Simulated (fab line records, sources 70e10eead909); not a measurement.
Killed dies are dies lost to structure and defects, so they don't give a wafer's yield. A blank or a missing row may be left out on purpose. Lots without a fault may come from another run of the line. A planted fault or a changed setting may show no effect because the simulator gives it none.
fab line records | flow nand_harc
record lots=12 wafers=36 last_day=24
route steps=1159 shown A_STAIRCASE@646
lots that met no fault: from a run of the same line without faults
start_h: hours from the record's first day to the start of the lot's first wafer shown | wait_h: hours since the lot's step before | " the same as in the row above | L1.1+2: a row that stands for several wafers | - no value, or no start given | * or withheld: withheld | < > ~ a bound
route shown NAME@n: a module of which the file shows steps, and the number in the route of the first | usual: mean/standard deviation of fault-free wafers | same: alike in all rows | chamber/n: place in a boat | sites: the reading at each site | _std_site: their standard deviation | _edge_site: outer sites' mean less inner sites' | radius_mm: how far each site lies from the wafer's centre | mask NAME#n: copy n | behind: the tool/chamber that last shaped the wafer | hold: why the lot was held/for how many hours/how that ended | device: the transistor (n, p or np) that didn't switch | end of line: the same wafers' tests at the end of the route | a step without rows: its recipe alone | killed: dies lost to structure and defects at the first sort, not the wafer's yield | map: a wafer's dies, x killed, . not, _ none there
set.NAME: the setting as run; set.NAME@STEP: as run at that earlier step | model.NAME: the simulator's own value behind a step, which no gauge read
steps of the route over a sample of lots; a table a step, a row a wafer
services: from which hour (start_h, from the record's first day; less than 0 if before it) a tool's chamber was out of use, for how many hours, and why
## steps
# step NHARC_A_STAIRCASE_DESCUM_252
# recipe time_s=3 o2_flow_sccm=200 ar_flow_sccm=0 bias_power_w=0 chemistry=O2
# usual drypump_motor_current_A=6.0/0.38 oes_product_au=0.998/0.01 rf_vpp_V=57.7/0.85 showerhead_plenum_p_Torr=1.87/0.086 throttle_valve_pct=11.310/0.0087
# columns lot.wafer tool chamber start_h wait_h drypump_motor_current_A oes_product_au rf_hours_counter_h rf_vpp_V showerhead_plenum_p_Torr throttle_valve_pct
L365.3 rie_diel-03 1 259.58 - 6.1 0.994 13 57.4 1.77 11.318
L365.4 " 3 " " 6.2 1.002 14 57.7 1.90 11.315
L365.1 " 0 " " 5.8 1.002 13 57.2 1.90 11.327
L366.1 rie_diel-03 2 261.02 - 6.2 1.012 14 57.4 1.78 11.298
L366.2 " 3 " " 6.2 1.011 14 57.2 1.90 11.304
L366.6 " 1 " " 6.1 0.999 - 56.7 1.77 11.313
L368.4 rie_diel-13 1 264.14 - 6.2 1.006 57 57.6 1.98 11.315
L368.1 " 2 " " 6.1 0.984 58 58.8 1.97 11.315
L368.3 " 3 " " 6.4 0.980 59 56.2 1.76 11.327
L364.1 rie_diel-03 0 264.79 - 5.8 1.013 15 58.0 1.90 11.296
L364.2 " 1 " " 6.0 1.006 14 57.7 1.77 11.307
L364.5 " 2 " " 6.3 1.002 - 58.0 1.78 11.302
L367.4 rie_diel-01 2 269.90 - 6.2 0.988 47 57.7 1.83 11.298
L367.3 " 3 " " 5.2 1.003 51 56.7 1.78 11.303
L367.2 " 0 " " 6.1 0.994 49 58.7 1.97 11.319
L379.2 rie_diel-03 1 320.85 - 6.1 1.009 34 58.1 1.76 11.307
L379.4 " 3 " " 6.2 1.001 37 58.1 1.90 11.316
L379.6 " 1 " " 6.1 1.002 - 57.1 1.76 11.323
L376.1 rie_diel-13 2 337.01 - 6.1 0.987 19 58.6 1.96 11.311
L376.3 " 0 " " 5.0 1.018 21 57.2 1.80 11.306
L376.6 " 3 " " 6.3 0.982 - 59.5 2.07 11.314
L380.3 rie_diel-03 3 342.95 - 6.1 1.009 48 58.7 1.89 11.308
L380.6 " 0 " " 5.8 1.010 - 57.8 1.89 11.324
L380.5 " 3 " " 6.2 1.003 - 57.2 1.89 11.317
L378.2 rie_diel-01 2 343.82 - 6.2 0.985 7 57.5 1.82 11.292
L378.1 " 1 " " 5.8 0.995 7 58.3 1.85 11.300
L378.5 " 2 " " 6.2 0.999 - 57.4 1.82 11.329
L381.3 rie_diel-01 0 351.90 - 6.1 0.986 8 58.7 1.96 11.303
L381.1 " 1 " " 5.8 1.000 10 57.6 1.85 11.322
L381.4 " 3 " " 5.2 0.996 9 57.3 1.78 11.310
L383.3 rie_diel-01 0 362.71 - 6.1 0.989 13 56.7 1.96 11.311
L383.4 " 3 " " 5.2 1.005 13 57.2 1.77 11.298
L383.6 " 1 " " 5.8 1.013 - 57.9 1.84 11.312
L387.2 rie_diel-03 3 378.22 - 6.2 0.997 64 58.6 1.89 11.311
L387.4 " 3 " " 6.2 1.003 - 56.7 1.89 11.314
L387.6 " 2 " " 6.3 1.006 - 56.2 1.77 11.308
# step NHARC_A_STAIRCASE_ETCH_452
# recipe target_depth_a=300 overetch_a=30 time_s=16.5 ion_energy_ev=100 cf4_flow_sccm=80 o2_flow_sccm=20 ar_flow_sccm=0 rf_w=300 bias_w=100 chemistry=CF4/O2
# usual drypump_motor_current_A=5.9/0.41 oes_product_au=0.999/0.011 rf_vpp_V=197.4/1.4 showerhead_plenum_p_Torr=1.31/0.06 throttle_valve_pct=13.398/0.0086
# columns lot.wafer tool chamber start_h wait_h drypump_motor_current_A oes_product_au rf_hours_counter_h rf_vpp_V showerhead_plenum_p_Torr throttle_valve_pct
L365.1 rie_diel-01 0 - - 6.1 0.989 47 198.0 1.37 13.391
L365.4 " 1 " " 5.8 0.988 45 195.8 1.30 13.410
L365.3 " 2 " " 6.2 1.005 45 196.0 1.28 13.395
L366.1 rie_diel-03 0 - - 5.8 1.009 15 198.7 1.33 13.381
L366.2 " 1 " " 6.1 1.005 15 197.3 1.24 13.383
L366.6 " 3 " " 6.2 0.996 - 198.4 1.33 13.397
L368.3 rie_diel-01 1 - - 5.8 0.987 46 197.3 1.30 13.394
L368.1 " 2 " " 6.2 0.998 47 196.7 1.28 13.403
L368.4 " 0 " " 6.1 0.975 49 198.5 1.37 13.393
L364.2 rie_diel-03 1 - - 6.1 1.005 16 196.3 1.24 13.394
L364.1 " 2 " " 6.2 1.014 16 195.0 1.24 13.402
L364.5 " 0 " " 5.8 0.998 - 198.1 1.33 13.383
L367.4 rie_diel-03 1 276.57 0.1 6.1 1.017 18 194.8 1.24 13.393
L367.2 " 3 " " 6.2 1.009 21 197.7 1.33 13.399
L367.3 " 0 " " 5.8 1.009 20 197.8 1.33 13.395
L379.2 rie_diel-03 2 - - 6.3 0.995 41 196.0 1.24 13.405
L379.4 " 2 " " 6.3 1.008 - 195.8 1.24 13.419
L379.6 " 3 " " 6.2 1.006 - 198.5 1.32 13.398
L376.3 rie_diel-01 2 - - 6.2 1.000 6 197.7 1.27 13.397
L376.1 " 0 " " 6.1 0.982 5 198.8 1.37 13.396
L376.6 " 1 " " 5.8 0.995 - 198.4 1.29 13.383
L380.3 rie_diel-13 0 - - 5.0 1.008 27 198.6 1.26 13.399
L380.6 " 3 " " 6.4 0.979 - 199.8 1.44 13.398
L380.5 " 0 " " 5.0 1.012 - 196.4 1.26 13.391
L378.2 rie_diel-01 3 - - 5.2 0.996 9 195.4 1.24 13.382
L378.1 " 1 " " 5.8 1.008 9 197.3 1.29 13.395
L378.5 " 3 " " 5.2 0.992 - 195.9 1.24 13.389
L381.4 rie_diel-01 3 - - 5.2 1.005 12 196.9 1.24 13.404
L381.1 " 1 " " 5.9 1.011 14 197.7 1.29 13.408
L381.3 " 2 " " 6.2 0.995 12 197.2 1.27 13.410
L383.4 rie_diel-01 3 - - 5.2 0.992 15 195.9 1.24 13.396
L383.3 " 0 " " 6.1 0.986 15 198.7 1.37 13.383
L383.6 " 3 " " 5.3 1.002 - 195.8 1.24 13.392
L387.4 rie_diel-13 0 - - 5.0 1.028 39 195.4 1.26 13.405
L387.2 " 1 " " 6.2 1.013 38 198.4 1.37 13.393
L387.6 " 3 " " 6.3 1.000 - 199.3 1.44 13.391
# step NHARC_A_STAIRCASE_DEP_301
# recipe target_thk_a=300 target_thk_nm=30 temp_c=400 pressure_torr=3.5 flow_sccm=200 rf_w=350 material=SiON
# usual heater_power_outer_w=446/79 heater_power_w=732/110 rf_fwd_power_W=348.3/1.1 showerhead_vpp_V=1144/45
# columns lot.wafer tool chamber start_h wait_h heater_power_outer_w heater_power_w rf_fwd_power_W showerhead_vpp_V
L365.3 pecvd-04 0 267.55 1.0 559 842 349.9 1091
L365.1 " 1 " " 340 570 349.5 1149
L365.4 " 2 " " 451 773 347.1 1221
L366.1 pecvd-03 2 269.51 1.6 479 742 349.6 1150
L366.2 " 1 " " 398 702 347.3 1083
L366.6 " 1 " " 397 704 347.3 1078
L368.1 pecvd-04 1 272.16 1.6 417 674 347.7 1174
L368.3 " 0 " " 526 819 349.4 1092
L368.4 " 2 " " 504 854 346.9 1191
L364.1 pecvd-04 0 274.26 1.6 531 849 348.0 1120
L364.2 " 1 " " 391 640 348.8 1152
L364.5 " 2 " " 473 811 347.5 1193
L367.3 pecvd-04 0 280.46 1.0 492 762 348.9 1090
L367.2 " 1 " " 376 595 348.7 1152
L367.4 " 0 " " 482 774 349.0 1101
L379.2 pecvd-04 2 332.14 1.3 492 813 347.5 1189
L379.4 " 1 " " 410 675 349.8 1162
L379.6 " 2 " " 490 846 346.4 1183
L376.3 pecvd-01 0 345.42 1.1 500 791 487.1 1350
L376.1 " 1 " " 444 730 489.2 1390
L376.6 " 1 " " 447 767 487.7 1409
L380.3 pecvd-03 0 355.12 1.0 363 606 349.4 1214
L380.6 " 1 " " 420 718 348.9 1076
L380.5 " 0 " " 370 608 348.5 1198
L378.1 pecvd-01 1 357.79 1.5 490 799 486.6 1382
L378.2 " 0 " " 485 771 487.9 1353
L378.5 " 2 " " 280 517 489.3 1256
L381.1 pecvd-03 2 364.03 1.6 429 677 349.0 1159
L381.3 " 0 " " 394 653 347.9 1215
L381.4 " 2 " " 418 673 348.0 1168
L383.3 pecvd-03 2 377.14 1.0 437 695 349.7 1152
L383.6 " 0 " " 399 671 349.6 1203
L383.4 " 2 " " 426 671 348.2 1160
L387.2 pecvd-04 0 390.80 1.3 472 768 349.0 1099
L387.6 " 2 " " 381 692 347.4 1208
L387.4 " 0 " " 476 768 348.6 1112
# step NHARC_A_STAIRCASE_ETCH_453
# recipe target_depth_a=300 overetch_a=30 time_s=16.5 ion_energy_ev=100 cf4_flow_sccm=80 o2_flow_sccm=20 ar_flow_sccm=0 rf_w=300 bias_w=100 chemistry=CF4/O2
# usual drypump_motor_current_A=6.0/0.43 oes_product_au=1.000/0.011 rf_vpp_V=197.2/1.5 showerhead_plenum_p_Torr=1.31/0.064 throttle_valve_pct=13.397/0.0093
# columns lot.wafer tool chamber start_h wait_h drypump_motor_current_A oes_product_au rf_hours_counter_h rf_vpp_V showerhead_plenum_p_Torr throttle_valve_pct
L365.1 rie_diel-13 1 - - 6.3 0.984 57 198.1 1.38 13.398
L365.3 " 0 " " 5.0 1.002 59 195.2 1.27 13.405
L365.4 " 3 " " 6.4 0.978 - 194.6 1.23 13.391
L366.2 rie_diel-03 3 - - 6.2 1.010 17 195.3 1.33 13.399
L366.1 " 0 " " 5.9 1.008 17 197.5 1.33 13.400
L366.6 " 1 " " 6.1 1.011 - 195.8 1.24 13.400
L368.1 rie_diel-13 0 - - 5.0 1.014 60 197.2 1.27 13.397
L368.3 " 1 " " 6.2 1.007 59 199.4 1.38 13.389
L368.4 " 2 " " 6.1 0.993 58 198.3 1.37 13.392
L364.1 rie_diel-01 3 276.76 0.1 5.2 0.993 53 196.8 1.25 13.383
L364.2 " 0 " " 6.1 0.985 52 199.9 1.37 13.395
L364.5 " 1 " " 5.8 0.992 - 196.8 1.29 13.394
L367.4 rie_diel-01 0 - - 6.1 0.982 53 199.4 1.37 13.403
L367.2 " 2 " " 6.2 0.989 52 195.8 1.28 13.410
L367.3 " 3 " " 5.2 0.986 55 195.9 1.24 13.400
L379.2 rie_diel-13 0 - - 5.0 1.006 20 195.3 1.26 13.403
L379.4 " 1 " " 6.3 1.006 19 200.0 1.38 13.389
L379.6 " 3 " " 6.4 0.981 - 198.3 1.44 13.396
L376.1 rie_diel-13 2 - - 6.0 1.001 24 196.8 1.37 13.394
L376.3 " 1 " " 6.2 1.002 25 199.7 1.38 13.409
L376.6 " 2 " " 6.0 1.000 - 197.9 1.37 13.394
L380.3 rie_diel-13 3 - - 6.4 0.979 29 199.6 1.44 13.406
L380.5 " 3 " " 6.3 0.980 - 199.8 1.44 13.402
L380.6 " 0 " " 4.9 1.012 - 196.4 1.26 13.410
L378.1 rie_diel-03 2 - - 6.3 1.008 53 195.8 1.24 13.398
L378.2 " 0 " " 5.8 0.989 51 197.1 1.32 13.403
L378.5 " 0 " " 5.8 0.997 - 198.2 1.32 13.406
L381.4 rie_diel-13 2 - - 6.1 0.986 33 198.4 1.37 13.388
L381.1 " 3 " " 6.4 0.989 33 200.4 1.44 13.398
L381.3 " 1 " " 6.2 0.999 32 199.5 1.37 13.391
L383.3 rie_diel-13 1 - - 6.2 1.001 37 198.4 1.37 13.403
L383.4 " 3 " " 6.4 0.988 37 200.8 1.44 13.387
L383.6 " 1 " " 6.2 1.006 - 198.8 1.37 13.405
L387.2 rie_diel-01 2 - - 6.2 0.993 24 196.2 1.27 13.398
L387.4 " 0 " " 6.0 0.999 - 198.3 1.36 13.406
L387.6 " 2 " " 6.2 1.006 - 196.8 1.27 13.390
## services
# columns tool chamber start_h hours kind
pecvd-01 - 237.00 13.0 pm
rie_diel-01 0 244.88 - clean
rie_diel-01 1 244.88 - clean
rie_diel-01 2 244.88 - clean
rie_diel-01 3 244.88 - clean
pecvd-04 1 251.46 5.5 repair
pecvd-01 - 254.11 0.8 repair
rie_diel-13 - 264.36 2.3 repair
rie_diel-01 0 269.44 - clean
rie_diel-01 1 269.44 - clean
rie_diel-01 2 269.44 - clean
rie_diel-01 3 269.44 - clean
rie_diel-13 - 276.05 9.0 pm
pecvd-03 - 292.26 13.0 pm
rie_diel-01 - 314.85 9.0 pm
pecvd-03 - 329.20 4.0 repair
rie_diel-01 0 337.73 3.3 repair
rie_diel-03 2 343.78 5.5 repair
pecvd-04 0 344.92 9.3 repair
pecvd-04 - 376.00 13.0 pm
rie_diel-13 2 385.36 7.5 repair
rie_diel-01 1 390.82 1.7 repair
rie_diel-03 3 392.04 7.1 repair
rie_diel-03 - 392.31 9.0 pm
## key
first_sign step=NHARC_A_STAIRCASE_DEP_301 reading=rf_fwd_power_W direction=up sigmas=99+ usual=* struck=*
effect step=NHARC_A_STAIRCASE_DEP_301 reading=showerhead_vpp_V direction=up sigmas=4.7 usual=1144 struck=1357
met_at NHARC_A_STAIRCASE_DEP_301
struck_lots L376,L378
later_rows_left_out L376.1,L376.3,L376.6,L378.1,L378.2,L378.5
sort_left_out L376.1,L376.3,L376.6,L378.1,L378.2,L378.5
tester_left_out L376,L378
not_acting_at NHARC_A_STAIRCASE_DESCUM_252,NHARC_A_STAIRCASE_ETCH_452,NHARC_A_STAIRCASE_ETCH_453
fault kind=process_parameter_drift tool=pecvd-01 chamber=- onset_h=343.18 steps=NHARC_A_STAIRCASE_DEP_301 channel=rf_w offset=* shape=step end_h=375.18 acts_in=* stated=*
# tester_left_out: of these lots the tester's yield and bins aren't shown, on N5 and GAA mostly nor the transistor test; their killed dies are dies lost to structure and defects alone, not to doping, threshold or leakage, so they don't give the yield
# sort_left_out: the simulated sort isn't trusted on such a fault, so these wafers' sort isn't shown, and their yield isn't known
# later_rows_left_out: the simulator's readings of these wafers behind a module that went badly wrong aren't trusted and aren't shown, but for the sort
